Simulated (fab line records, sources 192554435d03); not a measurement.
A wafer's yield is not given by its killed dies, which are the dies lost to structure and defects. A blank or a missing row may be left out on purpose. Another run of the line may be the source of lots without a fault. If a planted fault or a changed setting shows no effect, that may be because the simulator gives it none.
Chamber matching | flow n5 finfet | 4 sister chambers for N5_FIN_SAQP_STRIP_55 on rie diel-03
The step strips in N2/H2. 4 wafers are shown with their chamber, then 9 later ones without.

## EACH WAFER AND ITS CHAMBER
wafer  | chamber | showerhead plenum p Torr (Torr)
L089.1 | 1       | 3.22
L090.1 | 3       | 3.29
L090.2 | 0       | 3.54
L090.5 | 2       | 3.07

## WAFERS WITHOUT THEIR CHAMBER
wafer  | showerhead plenum p Torr (Torr)
L091.2 | 3.29
L091.4 | 3.22
L091.6 | 3.29
L095.2 | 3.54
L095.4 | 3.29
L095.5 | 3.29
L096.1 | 3.54
L096.4 | 3.29
L096.5 | 3.06

## THE CHAMBER EACH PASSED THROUGH
wafer  | from the rows above | in truth
L091.2 | 3                   | 3
L091.4 | 1                   | 1
L091.6 | 3                   | 3
L095.2 | 0                   | 0
L095.4 | 3                   | 3
L095.5 | 3                   | 3
L096.1 | 0                   | 0
L096.4 | 3                   | 3
L096.5 | 2                   | 2
Placed correctly: 9 of 9. Not placeable from these rows: 0. Placed wrongly: 0.
How it was worked out, from the rows above alone: a wafer's distance from a chamber is the root of the sum, over the readings, of the square of ((its reading less the chamber's mean) divided by the reading's scatter). If the next closest chamber is less than 2 further off than the closest, the wafer can't be placed; otherwise it belongs to the closest. For every chamber, the mean is computed from those of its wafers that are shown. The scatter: with one shown wafer a chamber, the root of the mean of the squares of how far each hidden wafer lies from its nearest shown one.
